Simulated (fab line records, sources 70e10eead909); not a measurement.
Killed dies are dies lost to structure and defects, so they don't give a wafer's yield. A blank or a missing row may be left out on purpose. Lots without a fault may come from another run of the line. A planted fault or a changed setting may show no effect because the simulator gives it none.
A struck lot beside a sound one | flow nand_harc | 14 steps out of a route of 1302
Sound: wafers L407.1, L407.2, L407.4. Struck: wafer L412.4. (L412.2, L412.6 of the same lot were not struck and are left out.) The cause comes at the end.
At each step with rows: each side's tool, then ch and its chambers, then its first start. Under that, the readings that differ: sound wafers | struck wafers | difference of the means | sigmas: that difference in standard deviations of wafers without a fault.
alike: readings whose means differ by less than 2 such deviations, and words and numbers that are the same on both sides. not compared: withheld readings, readings that some wafer has no value for, bounds like >300 that may hide the same value, and numbers for which the record gives no deviation and whose values overlap.
The two part at a step that has a row with sigmas, a row that says differs or no value, or rows on one side only. Numbers that don't overlap but have no deviation are shown without sigmas and don't part them. A reading that every wafer of one side lacks parts them only if that side has two wafers or more.

NHARC_A_STAIRCASE_DESCUM_291: chemistry O2, time 3 s.
  sound on rie_diel-04 ch 0,1,3, day 16 13:37; struck on rie_diel-11 ch 1, day 18 12:10
  reading                | sound | struck | difference | sigmas
  rf_hours_counter_h (h) | 4 4 4 | 48     | +44        |
  alike: drypump_motor_current_A, oes_product_au, rf_vpp_V, showerhead_plenum_p_Torr, throttle_valve_pct
then, 1 step without rows for these wafers: NHARC_A_STAIRCASE_ETCH_292 (etches the open film in CF4/CHF3).
NHARC_A_STAIRCASE_HM_OPEN_460: chemistry O2/COS.
  sound on rie_diel-04 ch 1,2,3; struck on rie_diel-11 ch 1
  reading                | sound | struck | difference | sigmas
  rf_hours_counter_h (h) | 4 4 4 | 48     | +44        |
  alike: drypump_motor_current_A, oes_product_au, rf_vpp_V, showerhead_plenum_p_Torr, throttle_valve_pct
then, 1 step without rows for these wafers: NHARC_A_STAIRCASE_STRIP_461 (strips in O2/COS).
NHARC_A_STAIRCASE_ETCH_452: etches the open film in CF4/O2, target depth 30 nm, overetch 3 nm, time 16.5 s.
  sound on rie_diel-04 ch 0,1,3; struck on rie_diel-11 ch 1
  reading                | sound | struck | difference | sigmas
  rf_hours_counter_h (h) | 4 4 4 | 48     | +44        |
  alike: cf4_flow_sccm, drypump_motor_current_A, oes_product_au, rf_vpp_V, showerhead_plenum_p_Torr, throttle_valve_pct
then, 1 step without rows for these wafers: NHARC_A_STAIRCASE_ETCH_294 (etches the open film in C4F8/O2/Ar, target depth 4989 nm, time 1211.6 s).
NHARC_A_STAIRCASE_STRIP_295: strips in O2.
  sound on rie_diel-04 ch 0,1,2; struck on rie_diel-11 ch 1
  reading                | sound | struck | difference | sigmas
  rf_hours_counter_h (h) | 4 4 5 | 48     | +44        |
  alike: drypump_motor_current_A, oes_product_au, rf_vpp_V, showerhead_plenum_p_Torr, throttle_valve_pct
then, 3 steps without rows for these wafers: NHARC_A_STAIRCASE_STRIP_296 (strips in SPM, time 900 s); NHARC_A_STAIRCASE_PRECLEAN_297 (cleans in SC1); NHARC_A_STAIRCASE_SRD_298.
NHARC_A_STAIRCASE_HM_DEP_462: deposits aC, target thk 800 nm.
  sound on acl_dep-03 ch 0, day 16 15:51; struck on acl_dep-03 ch 0, day 18 14:43
  alike: throttle_valve_pct
NHARC_A_STAIRCASE_DEP_301: deposits SiON, target thk 30 nm.
  sound on pecvd-02 ch 0,1, day 16 18:00; struck on pecvd-03 ch 0, day 18 16:17
  reading              | sound             | struck | difference | sigmas
  rf_fwd_power_W (W)   | 349.1 350.4 347.3 | 207.9  | -141.0     | -99 or more
  showerhead_vpp_V (V) | 1211 1073 1198    | 822    | -339       | -5
  alike: heater_power_w
then, 1 step without rows for these wafers: NHARC_A_STAIRCASE_DEHYDRATE_302 (time 120 s).
-- the record jumps here: 7 days lie between the struck wafers' starts before and after (it left off in module A_STAIRCASE and takes up again in module END, whose first step shown is number 1302 of the route) --
NHARC_END_SORT_01:
  sound on prober-02 ch 0, day 24 03:22; struck on prober-01 ch 0, day 25 22:15
  alike: killed_at_array, killed_at_other, killed_at_periphery, killed_dies, killed_open, killed_short

WHERE THEY PART
Only at NHARC_A_STAIRCASE_DEP_301, within this record. Later steps at which nothing parts them and some readings are alike: NHARC_END_SORT_01.

WHY: what the simulator had put in
Process parameter drift: pecvd-03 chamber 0, from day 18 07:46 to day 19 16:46, at NHARC_A_STAIRCASE_DEP_301. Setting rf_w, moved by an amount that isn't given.
